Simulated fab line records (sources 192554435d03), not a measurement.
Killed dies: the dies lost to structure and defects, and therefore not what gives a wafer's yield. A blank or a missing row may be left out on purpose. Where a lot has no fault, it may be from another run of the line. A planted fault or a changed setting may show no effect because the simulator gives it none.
Chamber matching | flow n5 finfet | N5_HKMG_FIN_CVD_62 on thermal cvd si-02: 3 sister chambers
The step deposits a-Si from Si2H6, target thk 3 nm, time 20.8 s. 3 wafers are shown with their chamber, then 12 later ones without.

== WAFERS PAIRED WITH THEIR CHAMBERS ==
wafer  | chamber | heater power w (W)
L088.2 | 2       | 1510
L088.3 | 1       | 1418
L088.6 | 0       | 1442

== WAFERS WITH NO CHAMBER GIVEN ==
wafer  | heater power w (W)
L090.1 | 1432
L090.2 | 1487
L090.3 | 1484
L092.2 | 1519
L092.4 | 1396
L092.5 | 1477
L094.3 | 1447
L094.4 | 1407
L094.6 | 1519
L096.2 | 1446
L096.3 | 1483
L096.5 | 1398

== EACH ONE'S CHAMBER ==
wafer  | from the rows above          | in truth
L090.1 | can't be placed: 0 or 1      | 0
L090.2 | can't be placed: 2 or 0      | 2
L090.3 | can't be placed: 2 or 0      | 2
L092.2 | 2                            | 2
L092.4 | can't be placed: 1 or 0      | 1
L092.5 | can't be placed: 2 or 0 or 1 | 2
L094.3 | can't be placed: 0 or 1      | 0
L094.4 | can't be placed: 1 or 0      | 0
L094.6 | 2                            | 2
L096.2 | can't be placed: 0 or 1      | 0
L096.3 | can't be placed: 2 or 0      | 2
L096.5 | can't be placed: 1 or 0      | 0
Placed correctly: 2 of 12. Not placeable from these rows: 10 (in 10, the candidates include the true chamber). Placed wrongly: 0.
How it was worked out, from the rows above alone: a wafer's distance from a chamber is the root of the sum, over the readings, of the square of ((its reading less the chamber's mean) divided by the reading's scatter). The wafer belongs to the nearest chamber; if the next one is less than 2 further off, it can't be placed. The mean given for a chamber averages the wafers shown for that chamber. The scatter (one wafer shown for each chamber): square how far every hidden wafer sits from the nearest shown wafer, average those squares and take the square root.
